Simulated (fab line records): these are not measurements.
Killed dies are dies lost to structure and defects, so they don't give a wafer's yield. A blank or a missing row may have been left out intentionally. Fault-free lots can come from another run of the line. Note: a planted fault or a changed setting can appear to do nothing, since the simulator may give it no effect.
fab line records    flow n5Finfet
record: lots: 4  wafers: 12  lastDay: 18
route steps=1938 shown MOL_CONTACT_COAG@535 BEOL_M4@1111 PASSIVATION@1936
lots that met no fault: from a run of the same line without faults
startH: the number of hours between the record's first day and the start of the first shown wafer of the lot    waitH: hours from the lot's prior step to this one    " same as the row above    L1.1+2: a single row standing in for several wafers    - no value, or no start was given    * or withheld: withheld    < > ~ a bound
route shown NAME@n: NAME is a module with steps in the file, n the number in the route of the first one    usual: mean/standard deviation of fault-free wafers    same: alike in all rows    chamber/n: place in a boat    sites: readings site by site    _std_site: the values' standard deviation    _edge_site: outer sites' mean less inner sites'    radiusMm: for every site, how far away it sits from the centre of the wafer    mask NAME#n: copy n    behind: the most recent tool/chamber to have shaped the wafer    hold: reason for holding the lot/hours on hold/outcome of the hold    device: the transistor (n, p or np) that didn't switch    end of line: the route-end tests of the same wafers    a step given without rows: its recipe and nothing more    killed: count of dies lost to structure and defects at first sort (not the wafer's yield)    map: the dies of a wafer, with x for killed, . for not killed, _ for no die there
set.NAME: the setting that was run; set.NAME@STEP: the one run at that earlier step    model.NAME: the simulator's own value behind a step, which no gauge read
lots seen at some steps along the route; tables by step, rows by wafer
services: a tool's chamber out of use, with start hour (startH, from the record's first day; less than 0 if before it), hours out, and reason
== steps ==
step: N5_MOL_CONTACT_COAG_CONTACT_ETCH_14
recipe: chemistry: C4F6/O2  target: SiO2  targetDepthA: 275  overetchA: 85  maskMaterial: SOC  pressureMtorr: 30  sourceW: 370  biasW: 185  Ar_flow_sccm: 300  C4F6_flow_sccm: 16  O2_flow_sccm: 10  timeS: 20  ionEnergyEv: 259.6
step: N5_MOL_CONTACT_COAG_STRIP_109
recipe: chemistry: C4F6/O2  resist: SiARC  rfFrequencyHz: 6e+07
step: N5_MOL_CONTACT_COAG_ETCH_15
recipe: chemistry: CH3F/O2  target: SiNx  targetDepthA: 70  maskMaterial: SOC  stopOn: Si:P  overEtchFrac: 0.75  ionEnergyEv: 120  pressureMtorr: 30  sourceW: 395  biasW: 73  Ar_flow_sccm: 150  CH3F_flow_sccm: 30  O2_flow_sccm: 20
step: N5_MOL_CONTACT_COAG_ETCH_110
recipe: chemistry: CF4/O2  target: Si  targetDepthA: 25  timeS: 8  pressureMtorr: 100  sourceW: 200  biasW: 12  ionEnergyEv: 60  Ar_flow_sccm: 100  cf4FlowSccm: 100  O2_flow_sccm: 10
step: N5_MOL_CONTACT_COAG_STRIP_98
recipe: chemistry: N2/H2  powerW: 500  tempC: 40  pressureMtorr: 50  rfFrequencyHz: 6e+07  overashFraction: 0.3  biasPowerW: 8  h2Frac: 0.5  n2FlowSccm: 300  h2FlowSccm: 300
step: N5_MOL_CONTACT_COAG_IMPLANT_129
recipe: species: Ge  energyKev: 3  doseCm2: 6e+14  tiltDeg: 0  rotationDeg: 0
step: N5_MOL_CONTACT_COAG_PRECLEAN_111
recipe: chemistry: NF3:NH3  afsCycles: 1  tempC: 30  timeS: 20  sublimationTempC: 180  sublimationTimeS: 60  pressureTorr: 3  rfPowerW: 30
step: N5_MOL_CONTACT_COAG_TI_SIL_19
recipe: material: Ti  targetThkA: 42  tempC: 200  chamberPressurePa: 5  powerW: 5000  timeS: 15
step: N5_MOL_CONTACT_COAG_ALD_20
recipe: material: TiN  targetThkA: 15  tempC: 400  aldPrecursorFamily: TiCl4  aldCoReactant: NH3  pulseTimeS: 1  purgeTimeS: 3  coReactantPurgeTimeS: 2  coReactantPulseTimeS: 2  aldCycles: 68  pressureTorr: 3
step: N5_MOL_CONTACT_COAG_SIL_ANNEAL_21
recipe: tempC: 550  timeS: 60  ambient: N2
step: N5_MOL_CONTACT_COAG_PRE_CLEAN_141
recipe: gas: H2/He  timeS: 60  tempC: 300
step: N5_MOL_CONTACT_COAG_SPUTTER_143
recipe: material: Co  targetThkA: 25  tempC: 25  chamberPressurePa: 0.2
usual: chamberPressurePa: 0.2000/0.00036  substrateTempC: 25.01/0.1  throttleValvePct: 30.0/0.86
lot.wafer  tool           chamber  startH  waitH  chamberPressurePa  substrateTempC  throttleValvePct
L745.1     pvdSputter-02  -        194.73  0.0    -                  -               -
L745.4     "              -        "       "      -                  -               -
L745.6     "              -        "       "      -                  -               -
L746.2     pvdSputter-01  -        196.86  0.0    -                  -               -
L746.3     "              -        "       "      -                  -               -
L746.5     "              -        "       "      -                  -               -
L748.1     pvdSputter-01  -        213.26  0.0    0.1999             25.01           28.4
L748.2     "              -        "       "      0.1998             24.90           30.1
L748.5     "              -        "       "      0.1998             24.95           29.0
L750.3     pvdSputter-03  -        224.58  0.0    0.2001             25.08           30.8
L750.5     "              -        "       "      0.1998             24.80           31.7
L750.6     "              -        "       "      0.1998             25.02           29.0
step: N5_MOL_CONTACT_COAG_CO_FILL_22
recipe: material: Co  targetThkA: 200  tempC: 200  precursor: CCTBA/H2  pressureTorr: 30
step: N5_MOL_CONTACT_COAG_ANNEAL_113
recipe: tempC: 400  timeS: 300  ambient: H2/N2
step: N5_MOL_CONTACT_COAG_PRE_CLEAN_142
recipe: gas: H2/He  timeS: 60  tempC: 300
step: N5_MOL_CONTACT_COAG_SPUTTER_130
recipe: material: Co  targetThkA: 475  tempC: 25  chamberPressurePa: 0.5  powerW: 3000
step: N5_MOL_CONTACT_COAG_PRECLEAN_125
recipe: chemistry: DIW  timeS: 57.5  tempC: 23
step: N5_MOL_CONTACT_COAG_SRD_126
recipe: dryTimeS: 32  dry: n2Spin  spinRpm: 1500
step: N5_MOL_CONTACT_COAG_CMP_23
recipe: stopOn: SiO2  tOverpolishS: 1.5  postCmpClean: cuAlkaline  downForcePsi: 2  platenRpm: 50.289  padVelocityMS: 1.0006  targetThkNm: 0
step: N5_MOL_CONTACT_COAG_WET_ETCH_26
recipe: target: Co  targetDepthNm: 13
step: N5_MOL_CONTACT_COAG_WET_ETCH_116
recipe: chemistry: SC1-inhibited  targetDepthNm: 4.6  dry: ipaMarangoni  rinseTimeS: 30  rinseTempC: 23
step: N5_MOL_CONTACT_COAG_ALD_27
recipe: material: SiOC  targetThkA: 170  tempC: 400  aldPrecursorFamily: carbosiloxane  aldCoReactant: H2-plasma  pulseTimeS: 1.5  timeS: 2720  purgeTimeS: 2  coReactantPurgeTimeS: 2  aldCycles: 340  pressureTorr: 2
step: N5_MOL_CONTACT_COAG_CMP_28
recipe: stopOn: SiNx  tOverpolishS: 0.85  postCmpClean: alkalineBrush  downForcePsi: 4.15  platenRpm: 51.8  padVelocityMS: 1.0307  targetThkNm: 14.522
step: N5_MOL_CONTACT_COAG_ALD_123
recipe: material: SiNx  targetThkA: 50  tempC: 400  aldPrecursorFamily: SiH2I2  aldCoReactant: N2/H2-plasma  pulseTimeS: 1  purgeTimeS: 2  coReactantPurgeTimeS: 2  aldCycles: 100  pressureTorr: 2
step: N5_MOL_CONTACT_COAG_PECVD_31
recipe: material: SiO2  targetThkA: 460  tempC: 400  precursor: TEOS/O2  pressureTorr: 6.5  rfW: withheld  teosFlowSccm: withheld  gas: O2  flowSccm: 2650  timeS: 8.9
step: N5_MOL_CONTACT_COAG_COAT_75
recipe: resist: SOC  tempC: 250  timeS: 60  spinRpm: 1500  resistThkNm: 60
step: N5_MOL_CONTACT_COAG_COAT_76
recipe: resist: SiARC  tempC: 220  timeS: 60  spinRpm: 1500  resistThkNm: 10
step: N5_MOL_CONTACT_COAG_COAT_77
recipe: resist: underlayer  tempC: 205  timeS: 60  spinRpm: 1500  resistThkNm: 10
step: N5_MOL_CONTACT_COAG_COAT_78
recipe: resist: CAR-EUV  spinRpm: 1500  resistThkNm: 40
step: N5_MOL_CONTACT_COAG_EBR_80
recipe: solvent: PGMEA  ebrWidthMm: 1.5
step: N5_MOL_CONTACT_COAG_SOFTBAKE_79
recipe: tempC: 110  timeS: 60  resist: CAR-EUV
step: N5_MOL_CONTACT_COAG_EXPOSE_81
recipe: maskId: VG  na: 0.33  sourceShape: annular  sigmaInner: 0.3  sigmaOuter: 0.7  polarization: unpolarized  defocusNm: 0  doseMj: 59.5
step: N5_MOL_CONTACT_COAG_PEB_82
recipe: pebTempC: 100  pebTimeS: 60  resist: CAR-EUV
step: N5_MOL_CONTACT_COAG_DEVELOP_83
recipe: developTimeS: 30  developer: TMAH  resist: CAR-EUV  rinseLiquid: surfactantRinse  dry: airSpin  devTempC: 23
step: N5_MOL_CONTACT_COAG_DESCUM_88
recipe: chemistry: O2  timeS: 7  sourcePowerW: 50  biasPowerW: 20  pressureMtorr: 20  rfFrequencyHz: 2.712e+07  tempC: 40  resist: CAR-EUV  o2FlowSccm: 225
step: N5_BEOL_M4_RC_MEAS_101
usual: DIBL_N: 37.0/2.3  DIBL_P: 37.3/2.8  IOFF_N: 0.17/0.046  IOFF_P: 0.23/0.054  ION_N: 675/14  ION_P: 460/9.3  SS_N: 71.7/0.73  SS_P: 73.6/0.95  VT_N: 249/3.9  VT_P: -250/3.9
lot.wafer  tool       chamber  startH  waitH  DIBL_N[mV/V]  DIBL_P[mV/V]  IOFF_N[nA/um]  IOFF_P[nA/um]  ION_N[uA/um]  ION_P[uA/um]  SS_N[mV/dec]  SS_P[mV/dec]  VT_N[mV]  VT_P[mV]
L746.5     prober-01  0        287.33  0.6    33.6          35.0          0.13           0.16           662           448           71.6          73.5          253       -254
L748.1     prober-01  0        301.78  0.0    34.9          34.2          0.13           0.16           656           450           71.0          71.9          256       -255
L748.2     "          0        "       "      36.4          37.6          0.16           0.20           681           464           71.2          73.6          252       -253
L748.5     "          0        "       "      33.0          33.7          0.11           0.16           664           457           70.9          72.2          255       -254
L750.3     prober-02  0        320.02  0.3    34.7          34.0          0.13           0.18           655           449           71.6          73.3          252       -252
L750.5     "          0        "       "      42.4          44.0          0.32           0.37           699           473           74.0          75.3          242       -244
L750.6     "          0        "       "      37.3          38.3          0.20           0.25           673           458           72.0          74.7          248       -248
step: N5_PASSIVATION_PROBE_49
usual: defectLimitedYield: 91.5/1.3  killed_at_M0_to_M3: 36/10  killed_at_M4_up: 13/4.7  killedAtContacts: 13/6.7  killedAtFrontEnd: 37/9.7  killedAtOther: 2.6/2.3  killedDies: 101/15  killedOnRim: 14/4.3  killedOpen: 67/12  killedShort: 32/6.7  sort_bin_4_leakage: 0.0/0.31  sort_bin_5_function: 5.0/0.89  sort_bin_6_memory: 3.2/0.63  sortNPass: 1079/16  sortYieldPct: 91.4/1.4
same: grossDies: 1180  killedAtBackSide: 0  sort_bin_8_speed[%]: 0
lot.wafer  tool       chamber  startH  waitH  defectLimitedYield[%]  killed_at_M0_to_M3  killed_at_M4_up  killedAtContacts  killedAtFrontEnd  killedAtOther  killedDies  killedOnRim  killedOpen  killedShort  sort_bin_4_leakage[%]  sort_bin_5_function[%]  sort_bin_6_memory[%]  sortNPass  sortYieldPct[%]
L745.1     prober-02  -        397.98  0.0    40.4                   26                  8                614               54                1              703         103          72          25           0                      55.3                    3.8                   477        40.4
L745.4     prober-02  -        398.13  0.2    41.4                   34                  11               605               39                2              691         144          66          27           0                      55.9                    2.1                   489        41.4
L745.6     prober-02  -        398.23  0.3    41.4                   39                  9                610               33                0              691         90           68          25           0                      55.4                    3.0                   489        41.4
L746.2     prober-02  -        402.43  0.1    40.1                   21                  14               624               43                5              707         27           46          32           0                      56.4                    2.7                   473        40.1
L746.3     prober-02  -        402.48  0.1    41.9                   21                  16               607               40                1              685         131          59          23           0                      55.1                    2.9                   495        41.9
L746.5     prober-02  -        402.58  0.2    39.9                   37                  22               586               64                0              709         148          84          40           0                      56.6                    3.1                   471        39.9
L748.1     prober-02  -        404.37  0.0    93.5                   21                  11               7                 36                2              77          9            51          24           0                      3.8                     2.5                   1103       93.5
L748.2     prober-02  -        404.42  0.1    89.9                   40                  7                13                57                2              119         23           75          40           0                      5.8                     3.9                   1061       89.9
L748.5     prober-02  -        404.57  0.2    91.5                   20                  15               5                 57                3              100         14           69          30           0                      5.3                     2.9                   1080       91.5
L750.3     prober-02  -        439.20  0.1    91.4                   32                  17               22                30                1              102         14           67          30           0                      5.3                     3.1                   1078       91.4
L750.5     prober-02  -        439.30  0.2    91.5                   34                  11               16                35                4              100         14           56          43           0.8                    5.2                     3.0                   1070       90.7
L750.6     prober-02  -        439.35  0.3    91.8                   27                  10               18                39                3              97          14           71          26           0                      4.8                     3.1                   1083       91.8
killed by level:class
L745.1 MOL_CONTACT_COAG:areaSputter=603 FIN_SAQP:geometricParticle:open=24 MOL_CONTACT_COAG:geometricParticle:open=9 FIN_SAQP:geometricParticle:short=7 BEOL_M0:geometricParticle:open=6 BEOL_M1:geometricParticle:open=6 DUMMY_GATE:geometricParticle:open=5 BEOL_M0_SAQP:geometricParticle:short=5
L745.4 MOL_CONTACT_COAG:areaSputter=596 DUMMY_GATE:geometricParticle:open=11 MOL_CONTACT_COAG:geometricParticle:open=7 BEOL_M0_SAQP:geometricParticle:open=7 BEOL_M3:geometricParticle:open=7 FIN_SAQP:geometricParticle:open=6 BEOL_M0_SAQP:geometricParticle:short=6 BEOL_M1:geometricParticle:open=5
L745.6 MOL_CONTACT_COAG:areaSputter=598 BEOL_M3:geometricParticle:open=10 MOL_CONTACT_COAG:geometricParticle:open=9 BEOL_M0:geometricParticle:open=8 STI_FIN_REVEAL:geometricParticle:open=7 BEOL_M1:geometricParticle:open=6 FIN_SAQP:geometricParticle:open=5 BEOL_M0_SAQP:geometricParticle:short=5
L746.2 MOL_CONTACT_COAG:areaSputter=620 FIN_SAQP:geometricParticle:open=9 DUMMY_GATE:geometricParticle:open=7 FIN_SAQP:geometricParticle:short=6 HKMG_FIN:areaEtch=6 DUMMY_GATE:geometricParticle:short=5 BEOL_M3:geometricParticle:open=4 BEOL_M0:geometricParticle:open=3
L746.3 MOL_CONTACT_COAG:areaSputter=602 STI_FIN_REVEAL:geometricParticle:open=13 BEOL_M4:geometricParticle:open=9 FIN_SAQP:geometricParticle:open=5 GATE_CUT:geometricParticle:short=5 MOL_CONTACT_COAG:geometricParticle:open=4 BEOL_M1:geometricParticle:open=4 FIN_SAQP:geometricParticle:short=3
L746.5 MOL_CONTACT_COAG:areaSputter=584 FIN_SAQP:geometricParticle:open=24 FIN_SAQP:geometricParticle:short=14 BEOL_M0_SAQP:geometricParticle:open=12 BEOL_M0_SAQP:geometricParticle:short=7 BEOL_M4:geometricParticle:open=7 DUMMY_GATE:geometricParticle:open=5 BEOL_M1:geometricParticle:open=5
L748.1 BEOL_M2:geometricParticle:open=11 STI_FIN_REVEAL:geometricParticle:open=7 FIN_SAQP:geometricParticle:open=6 DUMMY_GATE:geometricParticle:open=5 GATE_CUT:geometricParticle:open=5 GATE_CUT:geometricParticle:short=5 MOL_CONTACT_COAG:geometricParticle:open=5 STARTING-WAFER:geometricParticle:short=4
L748.2 FIN_SAQP:geometricParticle:open=14 FIN_SAQP:geometricParticle:short=11 STI_FIN_REVEAL:geometricParticle:open=11 BEOL_M0_SAQP:geometricParticle:short=10 BEOL_M0_SAQP:geometricParticle:open=8 BEOL_M2:geometricParticle:open=8 MOL_CONTACT_COAG:geometricParticle:open=7 STARTING-WAFER:geometricParticle:open=7
L748.5 FIN_SAQP:geometricParticle:open=13 STI_FIN_REVEAL:geometricParticle:open=11 FIN_SAQP:geometricParticle:short=9 BEOL_M2:geometricParticle:open=9 DUMMY_GATE:geometricParticle:open=7 BEOL_M4:geometricParticle:open=6 GATE_CUT:geometricParticle:open=5 BEOL_M2:geometricParticle:short=4
L750.3 MOL_CONTACT_COAG:geometricParticle:open=16 BEOL_M2:geometricParticle:open=9 STI_FIN_REVEAL:geometricParticle:open=7 GATE_CUT:geometricParticle:short=6 MOL_CONTACT_COAG:geometricParticle:short=6 BEOL_M1:geometricParticle:open=6 BEOL_M3:geometricParticle:open=6 BEOL_M4:geometricParticle:open=6
L750.5 MOL_CONTACT_COAG:geometricParticle:open=12 FIN_SAQP:geometricParticle:open=10 BEOL_M0_SAQP:geometricParticle:open=7 FIN_SAQP:geometricParticle:short=6 BEOL_M2:geometricParticle:open=6 BEOL_M0_SAQP:geometricParticle:short=6 BEOL_M1:geometricParticle:open=5 BEOL_M4:geometricParticle:open=5
L750.6 MOL_CONTACT_COAG:geometricParticle:open=17 STI_FIN_REVEAL:geometricParticle:open=8 BEOL_M1:geometricParticle:open=7 FIN_SAQP:geometricParticle:short=6 FIN_SAQP:geometricParticle:open=6 BEOL_M0_SAQP:geometricParticle:short=5 BEOL_M0_SAQP:geometricParticle:open=5 GATE_CUT:geometricParticle:open=4
map L745.1 (x killed, . not)
_________________xxxxxxxxxxxx________________
______________x.xxxxxxxxxxxxxxxx_____________
___________xxxxx..xxxxxxxxxxxxxxxxx__________
__________xx.xxxxxxxx.xxxxxxxxxxxxxx_________
________xxxx.xxxxxxxxxxxxxxxxxxxxxx.xx_______
_______xxx.xx.xxxxxxxxxxxxxxxxxxxxxxxxx______
______xxxx.x..xxxxxx..xx.xxxxxxxxxxxxxxx_____
_____xx.xxxxxxxxx.xxxxxxxxxxxxxxxxxxxxxxx____
____xx.xxxxxxx.x..xxx.xx.xxxxxxxxxxxxxxxxx___
___..xxxxx.x..xxx.xxxxxxxxx.xxxxxxxxxxxxxxx__
___xxx.x.x...x.xxx..xxxxxxx.xxxxxxx.xxxxxxx__
__xx.x...x.x..x.xx..xx.xxxx.xx.xx.xxxxxxxxxx_
__x..x...xxxxxx.x.x.xx.xx.x.xxxxxxx.xxxxxxxx_
_xxx.x..x.x.x.xx..xxx.xxxxxxxxxx.xxxxxxxxxxxx
_xxx..xx..x...xx.x..xxxx.x..xxx.xxxxxxxx.xxxx
_.xxx..x.xxxxx.xx....x....x....xxxxxxxxxxxxxx
_.x..xx.....xx....xx...x..xx..xxx.x.xxxxxxxxx
_.xxx..x......xxx..x...x..x.xxx.xxxxxx.xxxxxx
_xxx..........xx..xx...x..xxxx.xx.x.xxxxxxxxx
_x..x.x.x.......x..xx...xx.x..xxx.xxxxxxxx.xx
_.xx.xx.....xx..x.....x.xx..xxxxxx.xxx.x.xxxx
__..x.x.x...x..x..x...xx...xx..x...xx.x.xxxx_
__....x..xx......x..xx...xx......xxx..xxxxxx_
___.x.............x.x....xxx...xxxxxxxxxxxx__
___xx.......x.........x......xxxx..x.xx..xx__
____.x..............x..xx...x....xxxxx..xx___
_____..x....x.x.x....x..x...x.x..xxxxx..x____
______....x.x.............x.x.x.x.xxxx.._____
_______...x......x....x..x.x.x..xx..xxx______
________.x.x..xxx...xx.....xx..x.....x_______
__________.xx.xx...........xx..x..x._________
___________.x........x.x..x...x.x.x__________
______________x......x....xx...._____________
_________________...x.x.....x________________
map L746.5 (x killed, . not)
_________________xxxxxxxxxxxx________________
______________x.xxxxxxxxxxxxxxxx_____________
___________xxxxxxx.xxxxxxxx.xxxxxxx__________
__________xxxxxx.xxxx.x.xxx.x.x.xxxx_________
________xxxxxxxxx.xxx.x.xxx.x..xxxxxxx_______
_______xxxxxxxx..xx...x....xx.xx.x.x.xx______
______xx.xxx..x..x...x..xx.xxxx.xxxxxx.x_____
_____xxxxxxxxxxxxxx..x.x.....x..xxx.x.xxx____
____xxxxx.xx..x.xxxxxx.....xx.xxxxxxxxxx.x___
___.xxxxxxx.xx..x..x.x......x..xx...xxxxxxx__
___xxxxxxxx....xx.xx.x...x.x........xxxxxxx__
__xxxxxx.x.xx........x.........x....xxxx.xxx_
__xx.x......x....x........x.x.xxxx.xxx.xxxxx_
_xxxxxxxx..xx..xx........x....xxx...x.xxx.xxx
_xxxxxx.x.x..x.xx.........x....xx.x.x.xxx.xxx
_xxxxx.xx.x..x..........x....x...x..x.x.xxxxx
_xxxx.xx.xx.xxx..........x.x......x.x.xxx.xxx
_xxxxxx....x.........xx.......x.x.x.x..xxx.xx
_xxxxxx.xx...............x............xx.xxxx
_xxxxxx..x.xx...xxx.x.x.......x.x....xxxx.xxx
_xxx.xxxxx.xx...x........xxx....xx...x.xxxxxx
__xxxx.......x..xx....x..x.x.x.x.xx...xxxxxx_
__xxxx.xx.xx....x..........x.x..x.x..xxx.xxx_
___xxxxxxxx...xx....x..x.xx.x.x.xxxx.xxxxxx__
___xxxxx.x.xxxxxxx......x.x.......xxx.x.xxx__
____xxxxxxxxx.x.x..xxxx....x.xx..x.xxxxxxx___
_____xxxxxx.xx.x.x.......x...xx..xxxxxxxx____
______xxxxxxxxxx.x.x..x...xxx.xxxxxxxxxx_____
_______xxxxxxx..x.xx...xxxxxxxxx.xxxxxx______
________xxx..xxx.xx...xxxx...xxxxx.xxx_______
__________xxxxxxxxx.x.xx.x.xx.xxxxxx_________
___________xxxxx.xxxxxxxx.xxxxxxxxx__________
______________xxxxxxxxxxxxxxxxxx_____________
_________________xxxxxxxxxxxx________________
== services ==
tool           chamber  startH  hours  kind
pvdSputter-01  -        176.49  2.6    repair
== key ==
firstSign: step: N5_MOL_CONTACT_COAG_SPUTTER_143  reading: toolRecord  direction: missing
effect: step: N5_PASSIVATION_PROBE_49  reading: killedAtContacts  direction: up  sigmas: 89  usual: 13  struck: 608
moreKillsBornAt: N5_MOL_CONTACT_COAG_SPUTTER_143@pvdSputter-01: 1806  N5_MOL_CONTACT_COAG_SPUTTER_143@pvdSputter-02: 1797
metAt N5_MOL_CONTACT_COAG_SPUTTER_143
struckWafers L745.1,L745.4,L745.6,L746.2,L746.3,L746.5
laterRowsLeftOut L745.1,L745.4,L745.6,L746.2,L746.3
fault: kind: skippedStepWhole  tool: pvdSputter-01,pvdSputter-02  chamber: -  onsetH: 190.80  steps: N5_MOL_CONTACT_COAG_SPUTTER_143  scope: struckLotsOnly
laterRowsLeftOut: the simulator's readings of these wafers behind a module that went badly wrong aren't trusted and aren't shown, but for the sort
